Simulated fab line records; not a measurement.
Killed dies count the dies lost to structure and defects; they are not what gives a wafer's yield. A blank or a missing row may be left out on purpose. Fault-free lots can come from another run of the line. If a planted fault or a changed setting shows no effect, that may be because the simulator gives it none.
fab line records	flow n5-finfet
record: lots: 10	wafers: 28	last-day: 16
route steps=1938 shown HKMG_FIN@431 BEOL_M4@1111 PASSIVATION@1936
lots that met no fault: taken from a fault-free run of the same line
start-h: the number of hours between the record's first day and the start of the first shown wafer of the lot	wait-h: hours since the lot's step before	" identical to the entry in the row above	L1.1+2: a row that stands for several wafers	- either no value or no given start	* or withheld: withheld	< > ~ a bound
route shown NAME@n: NAME is a module with steps in the file, n the number in the route of the first one	usual: the fault-free wafers' mean and standard deviation	same: alike in all rows	chamber/n: place in a boat	sites: per-site readings	_std_site: their standard deviation	_edge_site: the outer-site mean with the inner-site mean subtracted	radius-mm: for every site, how far away it sits from the centre of the wafer	mask NAME#n: copy n	behind: the tool/chamber that last shaped the wafer	hold: the reason the lot was held/the length of the hold in hours/how it ended	device: the transistor (n, p or np) that didn't switch	end of line: tests run on the same wafers once the route is complete	a step without rows: its recipe alone	killed: dies that structure and defects cost at the first sort, which is not the same as the wafer's yield	map: a wafer's dies, x killed, . not, _ none there
set.NAME: the setting that was run; set.NAME@STEP: the one run at that earlier step	model.NAME: the simulator's own value behind a step, which no gauge read
a sample of lots followed through the steps of the route, with each step as a table and each wafer as a row
services: from which hour (start-h, from the record's first day; less than 0 if before it) a tool's chamber was out of use, for how many hours, and why
== steps ==
step: N5_HKMG_FIN_OVL_MEAS_13
recipe: points-per-wafer: 44
usual: NWFM_OVL: -0.2/0.72
lot.wafer	tool	chamber	start-h	wait-h	NWFM_OVL[nm]
L189.4	overlay-01	0	81.17	0.0	0.3
L189.5	"	0	"	"	0.1
L189.6	"	0	"	"	0.7
L190.2	overlay-02	0	85.02	0.0	-0.4
L190.3	"	0	"	"	-0.4
L190.4	"	0	"	"	-0.9
L191.1	overlay-01	0	90.15	0.0	0.5
L191.3	"	0	"	"	0.2
L191.4	"	0	"	"	1.5
L192.2	overlay-01	0	94.99	0.0	0.2
L192.4	"	0	"	"	0.4
L192.5	"	0	"	"	0.0
L195.1	overlay-01	0	115.84	0.0	0.3
L195.5	"	0	"	"	0.1
L195.6	"	0	"	"	-0.2
L197.1	overlay-01	0	127.79	0.0	-0.4
L197.4	"	0	"	"	-0.7
L197.6	"	0	"	"	-0.8
L198.1	overlay-02	0	137.59	0.0	0.6
L198.5	"	0	"	"	0.6
L201.1	overlay-01	0	154.19	0.0	-0.2
L201.3	"	0	"	"	-0.2
L201.4	"	0	"	"	0.9
L206.1	overlay-02	0	181.06	0.0	0.5
L206.4	"	0	"	"	-0.5
L206.5	"	0	"	"	-0.6
L209.1	overlay-01	0	194.75	0.0	0.2
L209.2	"	0	"	"	-0.8
step: N5_HKMG_FIN_INSPECT_14
recipe: mode: adi	inspect-instrument: macro
usual: raw-defect-count: 2.2/1.5
lot.wafer	tool	chamber	start-h	wait-h	raw-defect-count
L189.4	defect-inspect-02	-	81.20	0.0	0
L189.5	"	-	"	"	0
L189.6	"	-	"	"	5
L190.2	defect-inspect-01	-	85.05	0.0	2
L190.3	"	-	"	"	4
L190.4	"	-	"	"	2
L191.1	defect-inspect-01	-	90.18	0.0	4
L191.3	"	-	"	"	2
L191.4	"	-	"	"	5
L192.2	defect-inspect-01	-	95.01	0.0	0
L192.4	"	-	"	"	3
L192.5	"	-	"	"	0
L195.1	defect-inspect-02	-	115.86	0.0	2
L195.5	"	-	"	"	4
L195.6	"	-	"	"	2
L197.1	defect-inspect-01	-	127.82	0.0	4
L197.4	"	-	"	"	1
L197.6	"	-	"	"	0
L198.1	defect-inspect-01	-	137.61	0.0	4
L198.5	"	-	"	"	2
L201.1	defect-inspect-02	-	154.21	0.0	1
L201.3	"	-	"	"	0
L201.4	"	-	"	"	2
L206.1	defect-inspect-01	-	181.09	0.0	1
L206.4	"	-	"	"	3
L206.5	"	-	"	"	4
L209.1	defect-inspect-02	-	194.77	0.0	2
L209.2	"	-	"	"	1
step: N5_HKMG_FIN_ALD_71
recipe: material: TiN	target-thk-a: 10	temp-c: 400	ald-precursor-family: TiCl4	ald-co-reactant: NH3	pulse-time-s: 1	purge-time-s: 3	co-reactant-purge-time-s: 2	co-reactant-pulse-time-s: 2	ald-cycles: 47	pressure-torr: 3
usual: ald-cycles: 47/0	heater-power-outer-w: 554/64	heater-power-w: 906/100	precursor-pulse-height-rel: 1.001/0.018
lot.wafer	tool	chamber	start-h	wait-h	ald-cycles	heater-power-outer-w	heater-power-w	precursor-pulse-height-rel
L189.4	ald-metal-03	3	83.39	0.0	47	661	1021	0.994
L189.5	"	1	"	"	47	539	813	0.990
L189.6	"	2	"	"	47	609	973	0.983
L190.2	ald-metal-04	1	87.27	0.0	47	515	780	0.981
L190.3	"	3	"	"	47	481	852	0.999
L190.4	"	0	"	"	47	616	1023	0.981
L191.1	ald-metal-01	1	92.30	0.0	47	491	810	1.003
L191.3	"	3	"	"	47	516	912	1.006
L191.4	"	0	"	"	47	484	834	0.992
L192.2	ald-metal-04	2	97.19	0.0	47	662	1070	1.023
L192.4	"	1	"	"	47	511	799	1.028
L192.5	"	2	"	"	47	648	1107	0.982
L195.1	ald-metal-04	3	118.13	0.0	47	484	836	1.017
L195.5	"	3	"	"	47	482	852	1.012
L195.6	"	2	"	"	47	657	1069	0.981
L197.1	ald-metal-03	2	131.07	0.0	47	613	979	1.003
L197.4	"	0	"	"	47	502	825	0.968
L197.6	"	2	"	"	47	637	991	1.008
L198.1	ald-metal-01	0	139.70	0.0	47	504	830	0.997
L198.5	"	0	"	"	47	498	848	0.998
L201.1	ald-metal-04	3	156.46	0.0	47	482	866	0.979
L201.3	"	2	"	"	47	635	1106	1.009
L201.4	"	1	"	"	47	503	779	0.985
L206.1	ald-metal-01	1	183.20	0.0	47	482	807	1.001
L206.4	"	0	"	"	47	495	856	1.001
L206.5	"	0	"	"	47	509	831	0.996
L209.1	ald-metal-04	3	197.17	0.0	51	470	829	1.014
L209.2	"	0	"	"	51	621	1078	0.992
step: N5_HKMG_FIN_ETCH_67
recipe: chemistry: N2/H2	target: SOC	target-depth-a: 3889	stop-on: TiN	ion-energy-ev: 100	bias-w: 61	pressure-mtorr: 30	source-w: 850	n2-flow-sccm: 200	h2-flow-sccm: 200
usual: drypump-motor-current-A: 5.7/0.46	oes-product-au: 0.81/0.074	rf-vpp-V: 240.7/1.3	showerhead-plenum-p-Torr: 2.55/0.089	throttle-valve-pct: 17.73/0.19
lot.wafer	tool	chamber	start-h	wait-h	drypump-motor-current-A	oes-product-au	rf-hours-counter-h	rf-vpp-V	showerhead-plenum-p-Torr	throttle-valve-pct
L189.4	rie-diel-02	1	83.83	-	5.6	0.90	22	240.9	2.60	17.42
L189.5	"	1	"	"	5.6	0.89	-	240.3	2.60	17.42
L189.6	"	0	"	"	5.8	0.94	-	242.0	2.62	17.49
L190.2	rie-diel-01	0	87.65	-	6.1	0.74	187	237.5	2.42	17.96
L190.3	"	1	"	"	5.3	0.71	177	240.3	2.54	17.94
L190.4	"	2	"	"	6.4	0.71	-	239.0	2.50	17.82
L191.1	rie-diel-02	1	92.64	-	5.6	0.88	27	240.3	2.59	17.42
L191.3	"	0	"	"	5.8	0.92	9	242.9	2.62	17.48
L191.4	"	1	"	"	5.6	0.89	-	240.4	2.59	17.43
L192.2	rie-diel-01	2	97.52	-	6.3	0.72	225	240.5	2.50	17.83
L192.4	"	0	"	"	6.1	0.74	191	241.0	2.42	17.95
L192.5	"	1	"	"	5.3	0.71	-	239.5	2.54	17.95
L195.1	rie-diel-01	0	118.57	-	6.1	0.73	200	241.0	2.42	17.98
L195.5	"	0	"	"	6.1	0.73	-	240.2	2.42	18.00
L195.6	"	1	"	"	5.3	0.70	-	241.5	2.53	17.94
L197.1	rie-diel-01	1	131.49	-	5.3	0.70	197	239.3	2.53	17.96
L197.4	"	0	"	"	6.1	0.72	207	238.9	2.42	18.01
L197.6	"	2	"	"	6.4	0.71	-	238.9	2.49	17.85
L198.1	rie-diel-02	1	140.11	-	5.6	0.85	49	241.2	2.58	17.44
L198.5	"	1	"	"	5.6	0.85	-	240.5	2.58	17.46
L201.1	rie-diel-02	1	156.89	-	5.6	0.84	55	239.8	2.58	17.47
L201.3	"	0	"	"	5.8	0.87	34	240.0	2.61	17.54
L201.4	"	2	"	"	5.7	0.81	75	243.1	2.70	17.73
L206.1	rie-diel-01	3	183.54	-	5.7	0.84	43	241.4	2.47	17.74
L206.4	"	2	"	"	6.4	0.95	1	241.4	2.49	17.49
L206.5	"	3	"	"	5.7	0.84	-	240.9	2.47	17.72
L209.1	rie-diel-02	2	197.51	-	5.7	0.80	89	242.3	2.69	17.75
L209.2	"	1	"	"	5.6	0.83	70	242.4	2.58	17.50
step: N5_BEOL_M4_RC_MEAS_101
usual: DIBL_N: 36.1/1.5	DIBL_P: 36.1/1.9	IOFF_N: 0.159/0.029	IOFF_P: 0.21/0.038	ION_N: 675/11	ION_P: 464/8.1	SS_N: 71.5/0.57	SS_P: 73.3/0.64	VT_N: 249/3.1	VT_P: -250/3.8
lot.wafer	tool	chamber	start-h	wait-h	DIBL_N[mV/V]	DIBL_P[mV/V]	IOFF_N[nA/um]	IOFF_P[nA/um]	ION_N[uA/um]	ION_P[uA/um]	SS_N[mV/dec]	SS_P[mV/dec]	VT_N[mV]	VT_P[mV]
L189.4	prober-01	0	158.90	0.5	37.0	37.6	0.149	0.21	664	462	71.6	73.3	249	-251
L189.5	"	0	"	"	35.4	34.6	0.118	0.17	654	457	71.8	72.9	255	-254
L189.6	"	0	"	"	37.2	38.3	0.144	0.22	664	461	71.6	73.2	252	-251
L190.2	prober-01	0	174.34	0.2	36.9	35.9	0.156	0.20	667	456	71.5	72.8	250	-250
L190.3	"	0	"	"	36.2	35.2	0.148	0.19	675	457	71.4	73.0	251	-252
L190.4	"	0	"	"	36.3	34.8	0.152	0.18	658	453	71.5	72.6	253	-252
L191.1	prober-02	0	176.70	0.0	33.6	32.4	0.118	0.18	668	461	71.4	72.6	257	-248
L191.3	"	0	"	"	35.6	35.8	0.147	0.22	680	471	72.0	73.4	251	-249
L191.4	"	0	"	"	36.6	36.9	0.173	0.24	691	471	72.1	73.4	248	-249
L192.2	prober-01	0	177.54	0.2	37.8	37.3	0.161	0.24	666	464	71.8	73.8	249	-246
L192.4	"	0	"	"	35.9	34.2	0.137	0.19	672	462	72.3	72.5	250	-249
L192.5	"	0	"	"	36.7	36.4	0.148	0.22	654	454	71.5	73.3	253	-247
L195.1	prober-02	0	199.70	0.0	38.1	37.4	0.169	0.23	670	461	72.0	73.6	250	-250
L195.5	"	0	"	"	36.5	35.2	0.151	0.20	679	469	71.3	73.0	249	-250
L195.6	"	0	"	"	37.6	35.9	0.170	0.20	669	458	71.9	73.2	247	-251
L197.1	prober-02	0	219.08	0.0	37.8	38.2	0.171	0.24	679	470	72.0	74.1	250	-249
L197.4	"	0	"	"	37.4	37.0	0.156	0.21	670	456	71.8	73.5	254	-249
L197.6	"	0	"	"	36.2	36.6	0.140	0.21	657	465	71.6	73.0	249	-250
L198.1	prober-02	0	220.88	0.0	37.8	37.7	0.172	0.25	677	474	71.8	73.7	247	-246
L198.5	"	0	"	"	36.9	36.1	0.151	0.23	676	466	71.4	73.1	249	-247
L201.1	prober-01	0	245.48	0.0	33.0	32.4	0.104	0.15	660	446	70.9	72.5	255	-254
L201.3	"	0	"	"	36.2	35.5	0.145	0.18	664	456	71.4	73.0	252	-253
L201.4	"	0	"	"	33.8	33.0	0.109	0.15	668	453	71.1	72.2	256	-254
L206.1	prober-01	0	269.52	0.0	35.6	37.1	0.150	0.19	663	457	71.3	73.5	253	-254
L206.4	"	0	"	"	36.9	37.5	0.166	0.19	676	460	72.4	73.6	248	-254
L206.5	"	0	"	"	36.6	37.7	0.169	0.20	675	457	72.3	73.7	251	-254
L209.1	prober-01	0	281.30	0.0	37.1	36.9	0.181	0.26	688	476	72.1	73.8	245	-245
L209.2	"	0	"	"	36.9	37.2	0.188	0.28	692	481	71.4	73.1	247	-241
step: N5_PASSIVATION_PROBE_49
usual: defect-limited-yield: 91.5/1.6	killed_at_M0_to_M3: 33/10	killed_at_M4_up: 13/5.6	killed-at-contacts: 13/6	killed-at-front-end: 39/12	killed-at-other: 3.0/2.8	killed-dies: 101/19	killed-open: 65/13	killed-short: 32/8.3	sort_bin_5_function: 5.0/1	sort_bin_6_memory: 3.1/0.69	sort-n-pass: 1079/19	sort-yield-pct: 91.5/1.6
same: gross-dies: 1180	killed-at-back-side: 0	sort_bin_4_leakage[%]: 0	sort_bin_8_speed[%]: 0
lot.wafer	tool	chamber	start-h	wait-h	defect-limited-yield[%]	killed_at_M0_to_M3	killed_at_M4_up	killed-at-contacts	killed-at-front-end	killed-at-other	killed-dies	killed-open	killed-short	sort_bin_5_function[%]	sort_bin_6_memory[%]	sort-n-pass	sort-yield-pct[%]
L195.1	prober-01	-	311.45	0.0	91.5	22	11	9	55	3	100	55	42	4.8	3.1	1080	91.5
L195.5	prober-01	-	311.65	0.2	90.7	30	6	14	45	15	110	75	32	5.8	3.1	1070	90.7
L195.6	prober-01	-	311.70	0.3	92.4	16	4	14	55	1	90	55	32	4.2	2.9	1090	92.4
killed by level:class
L195.1 FIN_SAQP:geometric-particle:open=11 GATE_CUT:geometric-particle:short=9 FIN_SAQP:geometric-particle:short=8 STI_FIN_REVEAL:geometric-particle:open=7 GATE_CUT:geometric-particle:open=6 MOL_CONTACT_COAG:geometric-particle:open=6 BEOL_M0_SAQP:geometric-particle:short=4 BEOL_M0_SAQP:geometric-particle:open=4
L195.5 FIN_SAQP:geometric-particle:open=14 MOL_CONTACT_COAG:geometric-particle:open=12 FIN_SAQP:geometric-particle:short=10 PASS1_CAP:geometric-particle:open=10 BEOL_M3:geometric-particle:open=8 BEOL_M1:geometric-particle:open=6 BEOL_M2:geometric-particle:open=6 GATE_CUT:geometric-particle:short=5
L195.6 GATE_CUT:geometric-particle:short=14 FIN_SAQP:geometric-particle:open=12 MOL_CONTACT_COAG:geometric-particle:open=11 STI_FIN_REVEAL:geometric-particle:open=8 BEOL_M1:geometric-particle:open=5 FIN_SAQP:geometric-particle:short=4 DUMMY_GATE:geometric-particle:open=4 STI_FIN_REVEAL:geometric-particle:short=3
== services ==
tool	chamber	start-h	hours	kind
rie-diel-01	3	59.68	14.2	repair
rie-diel-01	-	68.27	2.8	pm
rie-diel-02	1	68.50	2.2	repair
rie-diel-01	3	73.94	-	clean
rie-diel-01	3	73.94	-	consumable-replace:focus-ring
rie-diel-01	3	73.94	15.8	scheduled-down
rie-diel-01	3	73.94	15.8	vent-cycle
ald-metal-03	0	84.60	17.6	repair
rie-diel-02	2	92.12	3.4	repair
rie-diel-02	0	145.20	4.2	repair
ald-metal-04	-	151.26	1.4	repair
ald-metal-04	-	155.08	0.4	repair
rie-diel-01	2	155.86	-	clean
rie-diel-01	2	155.86	-	consumable-replace:focus-ring
rie-diel-01	2	155.86	24.8	scheduled-down
rie-diel-01	2	155.86	24.8	vent-cycle
ald-metal-04	0	161.23	1.7	repair
ald-metal-04	-	186.50	2.2	repair
== key ==
first-sign: step: N5_HKMG_FIN_ALD_71	reading: ald-cycles	direction: up	sigmas: 99+	usual: *	struck: *
effect none on later readings
met-at N5_HKMG_FIN_ALD_71
struck-lots L209
struck-wafers L209.1,L209.2
not-acting-at N5_HKMG_FIN_OVL_MEAS_13,N5_HKMG_FIN_INSPECT_14,N5_HKMG_FIN_ETCH_67
onset-between 156.46 197.17
fault: kind: process-parameter-drift	tool: ald-metal-04	chamber: -	onset-h: 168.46	steps: N5_HKMG_FIN_ALD_71	channel: ald-cycles	offset: *	shape: step	end-h: 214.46	scope: struck-wafers-only	acts-in: *	stated: *
